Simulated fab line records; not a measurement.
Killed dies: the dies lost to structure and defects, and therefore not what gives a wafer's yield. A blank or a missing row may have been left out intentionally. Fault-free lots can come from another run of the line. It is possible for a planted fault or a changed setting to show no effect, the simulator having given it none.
Which tool did it?    flow nand harc    10 lots, 30 wafers sampled, at 6 steps of a route of 1159

WHAT THE GAUGES READ, wafer by wafer
NHARC_A_M0_CD_MEAS_09: the cd target is 80 nm.
lot   measured      on         cd nm (nm)
L565  day 18 05:44  cd sem-03  80.1 80.5 80.3
L567  day 18 14:17  cd sem-02  80.4 80.5 80.1
L569  day 18 21:08  cd sem-03  81.4 82.3 81.3
L568  day 19 12:53  cd sem-02  81.7 80.0 80.3
L572  day 19 13:19  cd sem-02  80.3 81.8 81.0
L571  day 19 23:43  cd sem-03  99.4 100.6 100.1
L570  day 20 03:38  cd sem-03  97.5 97.0 95.9
L577  day 20 13:42  cd sem-01  79.8 79.0 78.9
L584  day 22 00:28  cd sem-03  80.0 80.8 80.2
L586  day 22 19:43  cd sem-03  80.5 79.9 80.0

NHARC_END_SORT_01.
lot   measured      on         defect limited yield (%)  killed at array  killed at other  killed at periphery  killed dies  killed open  killed short  sort_bin_2_pct (%)  sort_bin_3_pct (%)  sort_bin_4_pct (%)  sort n pass  sort rim yield pct (%)  sort yield pct (%)
L571  day 22 00:02  prober-02  96.0                      21               0                6                    27           6            4             0.7                 0.30                3.0                 650          95.3                    96.0
L570  day 21 19:29  prober-01  96.5                      21               2                1                    24           2            2             1.0                 0.30                2.2                 653          98.1                    96.5

WHICH TOOL RAN EACH LOT (tool, then ch and the chambers of the sampled wafers, then the start)
lot   NHARC_A_BLC_ETCH_16                 NHARC_A_BLC_ALD_23                   NHARC_A_M0_EXPOSE_06                NHARC_A_M0_DESCUM_14
L565  rie diel-08 ch 1,3, day 17 14:15    ald metal-03 ch 0,3, day 17 16:08    arfi scanner-01 ch 0, day 18 05:36  rie diel-05 ch 1,3, day 18 05:56
L567  rie diel-11 ch 1,2, day 18 10:29    ald metal-03 ch 0,2, day 18 12:14    arfi scanner-02 ch 0, day 18 14:08  rie diel-07 ch 1,2,3, day 18 14:28
L569  rie diel-01 ch 0,1, day 18 15:26    ald metal-02 ch 0,2, day 18 17:10    arfi scanner-01 ch 0, day 18 20:59  rie diel-05 ch 0,2, day 18 21:19
L568  rie diel-11 ch 1,2,3, day 19 01:20  ald metal-02 ch 0,1,3, day 19 03:18  arfi scanner-01 ch 0, day 19 12:44  rie diel-06 ch 0,3, day 19 13:04
L572  rie diel-01 ch 0,2, day 19 02:47    ald metal-01 ch 1,2, day 19 04:35    arfi scanner-03 ch 0, day 19 13:11  rie diel-06 ch 0,2,3, day 19 13:31
L571  rie diel-01 ch 0,2,3, day 19 17:01  ald metal-03 ch 2,3, day 19 18:44    arfi scanner-02 ch 0, day 19 23:35  rie diel-06 ch 0,2, day 19 23:56
L570  rie diel-11 ch 0,1, day 19 21:11    ald metal-02 ch 1,2,3, day 19 22:59  arfi scanner-02 ch 0, day 20 03:29  rie diel-05 ch 0,1,2, day 20 03:49
L577  rie diel-01 ch 0,1, day 20 04:20    ald metal-02 ch 1,2,3, day 20 06:16  arfi scanner-03 ch 0, day 20 13:34  rie diel-05 ch 0,1,3, day 20 13:54
L584  rie diel-11 ch 0,2, day 21 19:31    ald metal-02 ch 0,2,3, day 21 21:17  arfi scanner-03 ch 0, day 22 00:19  rie diel-05 ch 0,1, day 22 00:40
L586  rie diel-01 ch 0,1, day 22 13:36    ald metal-02 ch 0,1,3, day 22 15:20  arfi scanner-03 ch 0, day 22 19:35  rie diel-07 ch 0,2, day 22 19:56
- NHARC_A_BLC_ETCH_16: etches the open film in CF4, target depth 39 nm, time 65 s.
- NHARC_A_BLC_ALD_23: deposits TiN, target thk 3 nm, pulse time 1 s, ald cycles 150.
- NHARC_A_M0_EXPOSE_06: exposes mask A M0, target cd 80 nm.
- NHARC_A_M0_DESCUM_14: chemistry O2, time 3 s.

WHAT THE TOOLS THEMSELVES READ (means of the sampled wafers that have a number; where no wafer has one, the mark that the record gives instead)
NHARC_A_BLC_ETCH_16.
lot   tool         drypump motor current A (A)  oes product au (a.u.)  rf vpp V (V)  showerhead plenum p Torr (Torr)  throttle valve pct (%)
L565  rie diel-08  6.4                          0.999                  150.8         1.69                             13.276
L567  rie diel-11  5.7                          0.996                  151.0         1.72                             13.272
L569  rie diel-01  5.5                          0.991                  150.7         1.72                             13.287
L568  rie diel-11  5.4                          0.991                  151.5         1.80                             13.285
L572  rie diel-01  5.6                          1.009                  150.1         1.68                             13.276
L571  rie diel-01  5.8                          0.998                  150.0         1.73                             13.283
L570  rie diel-11  6.2                          1.007                  149.5         1.66                             13.289
L577  rie diel-01  5.5                          0.998                  150.6         1.72                             13.291
L584  rie diel-11  5.9                          1.003                  151.5         1.74                             13.284
L586  rie diel-01  5.5                          1.012                  149.8         1.69                             13.286

NHARC_A_BLC_ALD_23.
lot   tool          heater power outer w (W)  heater power w (W)  precursor pulse height rel
L565  ald metal-03  530                       833                 0.998
L567  ald metal-03  672                       1045                1.018
L569  ald metal-02  642                       1049                1.007
L568  ald metal-02  670                       1039                0.997
L572  ald metal-01  745                       1094                0.976
L571  ald metal-03  549                       887                 0.973
L570  ald metal-02  710                       1105                0.995
L577  ald metal-02  717                       1101                1.018
L584  ald metal-02  685                       1093                1.014
L586  ald metal-02  665                       1044                1.008

NHARC_A_M0_EXPOSE_06.
lot   tool             exposure dose mJ cm2  reticle temp C (C)
L565  arfi scanner-01  83.2                  23.00
L567  arfi scanner-02  84.5                  22.97
L569  arfi scanner-01  83.2                  23.05
L568  arfi scanner-01  83.2                  23.00
L572  arfi scanner-03  83.2                  22.93
L571  arfi scanner-02  114.7                 22.90
L570  arfi scanner-02  108.8                 22.99
L577  arfi scanner-03  83.1                  23.04
L584  arfi scanner-03  83.2                  23.03
L586  arfi scanner-03  83.2                  22.98

NHARC_A_M0_DESCUM_14.
lot   tool         drypump motor current A (A)  oes product au (a.u.)  rf vpp V (V)  showerhead plenum p Torr (Torr)  throttle valve pct (%)
L565  rie diel-05  5.4                          0.997                  57.3          1.98                             11.316
L567  rie diel-07  5.5                          0.998                  58.2          1.99                             11.316
L569  rie diel-05  5.7                          0.997                  56.8          1.90                             11.304
L568  rie diel-06  6.0                          0.988                  57.6          1.87                             11.312
L572  rie diel-06  6.0                          0.994                  58.1          1.89                             11.308
L571  rie diel-06  6.0                          1.007                  57.8          1.91                             11.305
L570  rie diel-05  5.7                          0.994                  57.1          1.92                             11.312
L577  rie diel-05  5.5                          0.992                  58.5          1.97                             11.310
L584  rie diel-05  5.3                          0.999                  57.2          1.94                             11.310
L586  rie diel-07  6.2                          0.998                  58.0          1.93                             11.321

THE ANSWER, worked out from the rows above alone
Rule: the lots themselves supply what counts as usual. The widest of any qualifying gaps counts: lots, ordered by their means at a reading, are off when they make up no more than a third of the lots, leave a main group of 4 or more, and stand apart from it by 3 or more times the standard deviation of that group's means. A main group is skipped when, at the precision printed for the reading in the tables above, its means are all equal. Also off: a lot with no number at a reading for which 4 or more lots have one. Where the step has rows for the other lots, those lots are counted as sound. The gauges are gone through in route order, then the tools' own readings, and for those a lot's mean is taken as printed above. The first step at which some lot is off is used, and at that step the reading that is off furthest; a lot without a number counts as furthest.
Off: L571, L570 (NHARC_A_M0_CD_MEAS_09, cd nm). For the main group the mean is 80.5 nm and the standard deviation 0.66.
If a tool, at a process step before that reading, ran all the lots that are off and no sound lot after the first of them, it fits. Not tried: the gauges at NHARC_A_M0_CD_MEAS_09; whatever is off there is also off at NHARC_A_M0_EXPOSE_06, on other tools, and gauge error can't account for it. One candidate fits, namely arfi scanner-02 at NHARC_A_M0_EXPOSE_06. A fault onset in the window from L567 (day 18 14:08, its last sound lot) to L571 (day 19 23:35, its first lot off) fits.
The tool's own readings at NHARC_A_M0_EXPOSE_06 bear it out: on the lots that are off they differ by more than 5 times the standard deviation of the sound lots' means. exposure dose mJ cm2 reads 111.8 there against 83.3 on the sound lots.

WHAT THE SIMULATOR HAD INSERTED
Drift in process parameters on arfi scanner-02 at NHARC_A_M0_EXPOSE_06, starting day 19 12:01. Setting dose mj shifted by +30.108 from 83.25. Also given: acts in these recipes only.
Lots struck among those shown: L571, L570. The same result came from the rule above.
